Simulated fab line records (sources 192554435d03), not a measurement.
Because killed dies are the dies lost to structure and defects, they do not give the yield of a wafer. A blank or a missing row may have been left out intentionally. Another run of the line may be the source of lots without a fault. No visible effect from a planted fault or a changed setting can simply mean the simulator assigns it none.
Split-lot study || flow n5 finfet || 21 wafers read from 7 lots, route of 1938 steps

== THE SPLIT ITSELF ==
At N5_MOL_CONTACT_COAG_ETCH_47 (etches SiNx in CH3F/O2, stops on W, target depth 27 nm), the setting source w was moved away from the recipe's 395 W on 7 of the 21 wafers read, by -17.6% to +16.1%. For the rest of the wafers, this setting stayed at what the recipe calls for.

The reading is taken at the split's own step.

== THE READING ==
rf vpp V, in V, at N5_MOL_CONTACT_COAG_ETCH_47 (etches SiNx in CH3F/O2, stops on W, target depth 27 nm). Fault-free wafers of this fab line usually give 298 V, standard deviation 4.4 V.

{"wafer": "L075.1", "tool, chamber at the split": "rie diel-03, 3", "source w as run, W": 364.7, "against the recipe": "-7.7%", "rf vpp V, V": 307, "against lot-mates on the recipe": "+10"}
{"wafer": "L075.3", "tool, chamber at the split": "rie diel-03, 1", "source w as run, W": 395, "against the recipe": "recipe", "rf vpp V, V": 297, "against lot-mates on the recipe": "-"}
{"wafer": "L075.6", "tool, chamber at the split": "rie diel-03, 3", "source w as run, W": 364.7, "against the recipe": "-7.7%", "rf vpp V, V": 309, "against lot-mates on the recipe": "+12"}
{"wafer": "L080.2", "tool, chamber at the split": "rie diel-05, 1", "source w as run, W": 395, "against the recipe": "recipe", "rf vpp V, V": 289, "against lot-mates on the recipe": "-"}
{"wafer": "L080.4", "tool, chamber at the split": "rie diel-05, 0", "source w as run, W": 339.9, "against the recipe": "-13.9%", "rf vpp V, V": 320, "against lot-mates on the recipe": "+31"}
{"wafer": "L080.6", "tool, chamber at the split": "rie diel-05, 2", "source w as run, W": 339.9, "against the recipe": "-13.9%", "rf vpp V, V": 320, "against lot-mates on the recipe": "+31"}
{"wafer": "L082.2", "tool, chamber at the split": "rie diel-01, 2", "source w as run, W": 395, "against the recipe": "recipe", "rf vpp V, V": 296, "against lot-mates on the recipe": "-"}
{"wafer": "L082.4", "tool, chamber at the split": "rie diel-01, 3", "source w as run, W": 395, "against the recipe": "recipe", "rf vpp V, V": 300, "against lot-mates on the recipe": "-"}
{"wafer": "L082.6", "tool, chamber at the split": "rie diel-01, 0", "source w as run, W": 325.5, "against the recipe": "-17.6%", "rf vpp V, V": 325, "against lot-mates on the recipe": "+27"}
{"wafer": "L091.3", "tool, chamber at the split": "rie diel-03, 3", "source w as run, W": 395, "against the recipe": "recipe", "rf vpp V, V": 296, "against lot-mates on the recipe": "-"}
{"wafer": "L091.4", "tool, chamber at the split": "rie diel-03, 1", "source w as run, W": 458.4, "against the recipe": "+16.1%", "rf vpp V, V": 275, "against lot-mates on the recipe": -21}
{"wafer": "L091.5", "tool, chamber at the split": "rie diel-03, 1", "source w as run, W": 458.4, "against the recipe": "+16.1%", "rf vpp V, V": 275, "against lot-mates on the recipe": -21}
{"wafer": "L094.2", "tool, chamber at the split": "rie diel-05, 0", "source w as run, W": 395, "against the recipe": "recipe", "rf vpp V, V": 298, "against lot-mates on the recipe": "-"}
{"wafer": "L094.3", "tool, chamber at the split": "rie diel-05, 2", "source w as run, W": 395, "against the recipe": "recipe", "rf vpp V, V": 298, "against lot-mates on the recipe": "-"}
{"wafer": "L094.4", "tool, chamber at the split": "rie diel-05, 2", "source w as run, W": 395, "against the recipe": "recipe", "rf vpp V, V": 298, "against lot-mates on the recipe": "-"}
{"wafer": "L096.1", "tool, chamber at the split": "rie diel-05, 1", "source w as run, W": 395, "against the recipe": "recipe", "rf vpp V, V": 289, "against lot-mates on the recipe": "-"}
{"wafer": "L096.2", "tool, chamber at the split": "rie diel-05, 2", "source w as run, W": 395, "against the recipe": "recipe", "rf vpp V, V": 298, "against lot-mates on the recipe": "-"}
{"wafer": "L096.3", "tool, chamber at the split": "rie diel-05, 0", "source w as run, W": 395, "against the recipe": "recipe", "rf vpp V, V": 299, "against lot-mates on the recipe": "-"}
{"wafer": "L097.1", "tool, chamber at the split": "rie diel-03, 2", "source w as run, W": 395, "against the recipe": "recipe", "rf vpp V, V": 301, "against lot-mates on the recipe": "-"}
{"wafer": "L097.3", "tool, chamber at the split": "rie diel-03, 1", "source w as run, W": 395, "against the recipe": "recipe", "rf vpp V, V": 297, "against lot-mates on the recipe": "-"}
{"wafer": "L097.6", "tool, chamber at the split": "rie diel-03, 1", "source w as run, W": 395, "against the recipe": "recipe", "rf vpp V, V": 297, "against lot-mates on the recipe": "-"}

FIT RESULTS
A straight line over all 21 wafers: rf vpp V changes by -1.5 V for each +1% of source w; r = -0.97; the points scatter about the line by 3.1 V.
The same after taking each lot's own level away (the mean of its wafers on the recipe; 21 wafers): -1.62 V for each +1%; r = -0.96; scatter 3.7 V.
On that fit, the largest move of source w shifts the reading by 28 V.
From 289.0 to 298.3 V: that is the span of the lots' own levels, equal to 2.1 times the standard deviation above.
The two slopes agree, so the slope changes little with the lot-to-lot level.
Check: for one of the wafers moved furthest among these (-17.6%), held out of the fit, the line's prediction against its lot-mates is +30.3 V. It came out at +27 V against them.
Tool readings at the split's step, against how far the setting was moved: etch rf on time s r = -0.89; rf vpp V r = -0.97.

== THE OTHER SPLITS THESE WAFERS WENT THROUGH ==
Note: prior to the reading, these wafers also went through further splits. Each is held against what the fit with the lots' levels taken away leaves over:
{"other split on the same wafers": "N5_SD_EPI_P_COAT_35 spin rpm", "wafers away from the commonest value": 7, "r with rf vpp V (lot level and that fit taken away)": -0.14}
{"other split on the same wafers": "N5_HKMG_FIN_HK_ALD_01 ald cycles", "wafers away from the commonest value": 5, "r with rf vpp V (lot level and that fit taken away)": "+0.32"}
{"other split on the same wafers": "N5_HKMG_FIN_DESCUM_53 time s", "wafers away from the commonest value": 8, "r with rf vpp V (lot level and that fit taken away)": "+0.26"}
{"other split on the same wafers": "N5_HKMG_FIN_ETCH_58 source w", "wafers away from the commonest value": 11, "r with rf vpp V (lot level and that fit taken away)": "+0.11"}

== THE WHOLE CHAIN: every reading that the file lists as answering this split, in the file's order ==
{"step": "N5_MOL_CONTACT_COAG_ETCH_47", "what it does": "etches SiNx in CH3F/O2, stops on W, target depth 27 nm", "reading": "etch rf on time s", "change (the file's fit)": "withheld for each +1% of the setting", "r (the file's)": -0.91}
{"step": "N5_MOL_CONTACT_COAG_ETCH_47", "what it does": "etches SiNx in CH3F/O2, stops on W, target depth 27 nm", "reading": "rf vpp V", "change (the file's fit)": "-1.63 V for each +1% of the setting", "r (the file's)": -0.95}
{"step": "N5_MOL_CONTACT_COAG_ETCH_47", "what it does": "etches SiNx in CH3F/O2, stops on W, target depth 27 nm", "reading": "etch.t clear s (the simulator's own value, which no gauge read)", "change (the file's fit)": "-0.13 s for each +1% of the setting", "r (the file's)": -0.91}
{"step": "N5_MOL_CONTACT_COAG_ETCH_47", "what it does": "etches SiNx in CH3F/O2, stops on W, target depth 27 nm", "reading": "etch.over etch s (the simulator's own value, which no gauge read)", "change (the file's fit)": "-0.026 s for each +1% of the setting", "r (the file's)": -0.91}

== FILE'S OWN FIT ==
rf vpp V changes by -1.63 V for each +1% of source w, r = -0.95.
